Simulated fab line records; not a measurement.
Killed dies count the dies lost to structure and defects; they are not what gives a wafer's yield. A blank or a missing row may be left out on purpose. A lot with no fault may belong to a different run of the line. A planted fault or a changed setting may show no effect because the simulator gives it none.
Which tool is to blame? ; flow n5 finfet ; 10 lots with 28 wafers sampled at 6 steps, on a route of 1938 steps

## WHAT THE GAUGES READ, wafer by wafer
N5_STI_FIN_REVEAL_FIN_H_MEAS_10. Usual: 51.7 nm for trench depth nm, sd 0.84.
lot;measured;on;trench depth nm (nm);flag
L220;day 3 01:54;ocd-01;51.6 52.1 52.4;
L221;day 3 15:32;ocd-01;52.0 51.0 50.9;
L224;day 4 03:21;ocd-01;52.4 51.8 51.8;
L225;day 4 08:20;ocd-02;57.1 51.9;OFF
L226;day 4 14:15;ocd-02;57.4 57.5 52.3;OFF
L230;day 5 14:35;ocd-01;58.6 53.0;OFF
L234;day 6 14:58;ocd-01;51.9 51.5 50.9;
L239;day 7 19:23;ocd-01;50.2 51.3 51.9;
L240;day 8 01:32;ocd-02;51.2 52.8 51.5;
L241;day 8 06:10;ocd-01;51.5 51.8 51.8;

N5_BEOL_M4_RC_MEAS_101. Usual: DIBL_N 35.9 mV/V, standard deviation 1.4; DIBL_P 35.9 mV/V, standard deviation 1.7; IOFF_N 0.160 nA/um, standard deviation 0.026; IOFF_P 0.21 nA/um, standard deviation 0.036; ION_N 672 uA/um, standard deviation 11; ION_P 461 uA/um, standard deviation 8.1; SS_N 71.4 mV/dec, standard deviation 0.54; SS_P 73.2 mV/dec, standard deviation 0.67; VT_N 249.3 mV, standard deviation 2.7; VT_P -250 mV, standard deviation 3.9.
lot;measured;on;DIBL_N (mV/V);DIBL_P (mV/V);IOFF_N (nA/um);IOFF_P (nA/um);ION_N (uA/um);ION_P (uA/um);SS_N (mV/dec);SS_P (mV/dec);VT_N (mV);VT_P (mV);flag
L220;day 9 00:26;prober-01;34.8 36.4 32.5;34.6 37.3 32.9;0.127 0.172 0.114;0.20 0.26 0.19;660 683 669;460 474 470;71.4 71.5 70.7;71.7 73.3 72.3;253.8 250.2 250.5;-248 -246 -247;
L221;day 9 04:48;prober-02;36.3 38.0 36.7;36.2 39.1 35.7;0.161 0.208 0.169;0.22 0.28 0.21;674 682 674;462 465 454;71.1 72.0 71.8;74.1 73.7 73.2;249.6 246.3 250.4;-247 -248 -247;
L224;day 9 05:35;prober-01;35.8 37.2 35.4;37.4 38.3 36.6;0.168 0.183 0.158;0.24 0.24 0.21;689 681 666;473 463 459;71.4 71.7 70.7;73.3 73.6 73.8;248.0 246.9 249.3;-249 -247 -252;
L225;day 9 16:59;prober-01;35.4 35.4;35.3 33.7;0.157 0.149;0.22 0.19;718 678;502 465;71.0 71.2;73.0 72.4;247.6 249.2;-247 -250;
L226;day 10 06:41;prober-02;35.6 33.9 36.5;36.8 34.5 36.9;0.167 0.131 0.172;0.19 0.15 0.20;724 712 679;485 486 463;70.4 71.1 70.6;73.8 72.7 73.3;247.9 248.6 248.2;-254 -256 -251;
L230;day 11 10:11;prober-02;34.8 36.1;35.7 36.8;0.155 0.169;0.20 0.21;730 687;493 463;71.3 71.7;72.7 72.5;247.8 245.5;-250 -251;OFF
L234;day 12 01:50;prober-01;36.9 35.4 35.4;35.9 34.5 34.0;0.178 0.158 0.147;0.21 0.20 0.18;678 664 662;461 453 445;72.2 72.0 71.9;73.9 72.6 73.1;247.4 249.4 252.3;-249 -252 -254;
L239;day 13 03:45;prober-02;40.2 35.4 37.4;39.1 34.9 37.0;0.228 0.132 0.165;0.27 0.19 0.22;677 672 682;468 462 465;72.5 70.7 71.2;74.4 72.5 73.3;246.0 252.0 247.7;-248 -254 -249;
L240;day 13 21:41;prober-01;36.2 35.4 34.2;37.0 37.1 34.5;0.186 0.171 0.136;0.23 0.22 0.18;670 690 660;458 465 451;72.1 71.6 71.1;73.9 74.4 72.8;245.1 248.0 251.7;-248 -250 -253;
L241;day 14 04:16;prober-02;36.1 35.0 38.2;36.2 35.4 39.4;0.149 0.136 0.190;0.18 0.17 0.24;665 678 675;456 459 462;71.0 70.9 71.5;72.9 73.7 74.2;252.6 253.1 249.5;-253 -255 -248;

## TOOL THAT RAN EACH LOT (tool first, then ch and the chambers of the sampled wafers, then the start)
lot;N5_STI_FIN_REVEAL_RECESS_09;N5_STI_FIN_REVEAL_ETCH_34;N5_DUMMY_GATE_ALD_02;N5_DUMMY_GATE_CMP_04
L220;vapor etch-01 ch 0,1, day 2 23:12;rie si-06 ch 1,3, day 3 01:17;ald sin-01 ch 0,1,2, day 3 03:28;cmp-04 ch 1,2,3, day 3 07:20
L221;vapor etch-02 ch 0,1, day 3 12:50;rie si-01 ch 1,2,3, day 3 14:55;ald sin-03 ch 0,1,2, day 3 16:31;cmp-03 ch 0,2,3, day 3 20:23
L224;vapor etch-01 ch 0,1, day 4 00:39;rie si-06 ch 0,2,3, day 4 02:44;ald sin-03 ch 0,1,3, day 4 03:32;cmp-01 ch 0,2,3, day 4 09:13
L225;vapor etch-01 ch 0,1, day 4 06:10;rie si-01 ch 0,2, day 4 07:44;ald sin-01 ch 1,2, day 4 09:02;cmp-04 ch 1,3, day 4 12:55
L226;vapor etch-01 ch 0,1, day 4 11:32;rie si-06 ch 0,2, day 4 13:38;ald sin-03 ch 0,1,2, day 4 14:26;cmp-04 ch 1,2,3, day 4 18:21
L230;vapor etch-01 ch 0,1, day 5 11:52;rie si-06 ch 1,3, day 5 13:59;ald sin-01 ch 0,3, day 5 14:47;cmp-04 ch 2, day 5 18:39
L234;vapor etch-02 ch 0,1, day 6 12:16;rie si-04 ch 0,2,3, day 6 14:22;ald sin-03 ch 0,2,3, day 6 15:09;cmp-03 ch 0,3, day 6 22:08
L239;vapor etch-02 ch 0,1, day 7 16:41;rie si-01 ch 0,1,3, day 7 18:46;ald sin-02 ch 0,3, day 7 19:37;cmp-01 ch 0,2,3, day 8 00:20
L240;vapor etch-01 ch 1, day 7 22:50;rie si-01 ch 0,2, day 8 00:55;ald sin-03 ch 0,2, day 8 01:43;cmp-03 ch 1,3, day 8 08:20
L241;vapor etch-01 ch 0, day 8 03:26;rie si-04 ch 0,1,2, day 8 05:33;ald sin-01 ch 1,2,3, day 8 06:58;cmp-01 ch 0,1,3, day 8 12:40
- N5_STI_FIN_REVEAL_RECESS_09: chemistry HF/NH3, target SiO2, afs cycles 11, target depth 42.5 nm, sublimation time 60 s.
- N5_STI_FIN_REVEAL_ETCH_34: etches Si in H2, material Si, target depth 0.97 nm.
- N5_DUMMY_GATE_ALD_02: deposits SiO2, target thk 2 nm, pulse time 1 s.
- N5_DUMMY_GATE_CMP_04: polishes a-Si.

## WHAT THE TOOLS THEMSELVES READ (means of the sampled wafers that have a number; where no wafer has one, the mark that the record gives instead)
N5_STI_FIN_REVEAL_RECESS_09. Usual: 5.9 A for drypump motor current A, sd 0.35.
lot;tool;drypump motor current A (A);flag
L220;vapor etch-01;5.5;
L221;vapor etch-02;6.2;
L224;vapor etch-01;5.5;
L225;vapor etch-01;5.5;
L226;vapor etch-01;5.5;
L230;vapor etch-01;5.5;
L234;vapor etch-02;6.2;
L239;vapor etch-02;6.3;
L240;vapor etch-01;5.7;
L241;vapor etch-01;5.4;

N5_STI_FIN_REVEAL_ETCH_34. Usual: drypump motor current A 5.6 A, standard deviation 0.35; oes product au 1.006 a.u., standard deviation 0.019; throttle valve pct 25.8 %, standard deviation 0.42.
lot;tool;drypump motor current A (A);oes product au (a.u.);throttle valve pct (%);flag
L220;rie si-06;5.8;0.998;26.0;
L221;rie si-01;5.3;1.004;25.8;
L224;rie si-06;5.6;1.003;26.0;
L225;rie si-01;5.5;1.012;25.9;
L226;rie si-06;5.6;1.004;25.6;
L230;rie si-06;5.8;1.012;26.1;
L234;rie si-04;5.7;1.036;25.8;
L239;rie si-01;5.6;0.994;25.8;
L240;rie si-01;5.7;1.020;25.9;
L241;rie si-04;5.4;1.010;25.9;

N5_DUMMY_GATE_ALD_02. Usual: chamber pressure Torr 2.000 Torr, standard deviation 0.0047; heater power w 452 W, standard deviation 42; precursor pulse height rel 1.000, standard deviation 0.02.
lot;tool;chamber pressure Torr (Torr);heater power w (W);precursor pulse height rel;flag
L220;ald sin-01;2.003;468;1.010;
L221;ald sin-03;2.003;449;0.989;
L224;ald sin-03;2.001;458;1.011;
L225;ald sin-01;2.008;459;1.014;
L226;ald sin-03;2.001;447;1.005;
L230;ald sin-01;2.006;448;1.002;
L234;ald sin-03;2.004;465;0.981;
L239;ald sin-02;2.003;436;1.006;
L240;ald sin-03;1.998;485;0.995;
L241;ald sin-01;2.000;458;1.011;

N5_DUMMY_GATE_CMP_04. Usual: motor current A 9.9 A, standard deviation 1.1; slurry flow ml min 150.0, standard deviation 0.48; time to endpoint s 14.1 s, standard deviation 2.6.
lot;tool;motor current A (A);slurry flow ml min;time to endpoint s (s);flag
L220;cmp-04;10.0;149.6;14.3;
L221;cmp-03;10.7;149.5;11.4;
L224;cmp-01;9.8;149.8;17.7;
L225;cmp-04;9.3;149.8;14.4;
L226;cmp-04;10.4;150.3;13.6;
L230;cmp-04;11.2;149.8;12.8;
L234;cmp-03;10.6;150.2;10.2;
L239;cmp-01;9.4;150.1;16.6;
L240;cmp-03;10.1;150.2;13.1;
L241;cmp-01;9.5;150.0;17.7;

## THE ANSWER, worked out from the rows above alone
Rule: a lot is off if the mean of its wafers that have a number lies more than 3 standard deviations from the usual mean. Also off: a lot with no number at a reading for which 4 or more lots have one. The other lots that the step has rows for count as sound. Order of review: gauges by route order, followed by the tools' own readings, for which a lot's mean as printed above is used. At the first step where some lot is off, the reading lying furthest off is the one used; lots without a number count as furthest.
Off at N5_STI_FIN_REVEAL_FIN_H_MEAS_10 (trench depth nm): L225, L226, L230.
If a tool, at a process step before that reading, ran all the lots that are off and no sound lot after the first of them, it fits. Those tools and the gauges at N5_STI_FIN_REVEAL_FIN_H_MEAS_10 are tried in the same way. No candidate that was tried fits.

## WHAT THE SIMULATOR HAD INSERTED
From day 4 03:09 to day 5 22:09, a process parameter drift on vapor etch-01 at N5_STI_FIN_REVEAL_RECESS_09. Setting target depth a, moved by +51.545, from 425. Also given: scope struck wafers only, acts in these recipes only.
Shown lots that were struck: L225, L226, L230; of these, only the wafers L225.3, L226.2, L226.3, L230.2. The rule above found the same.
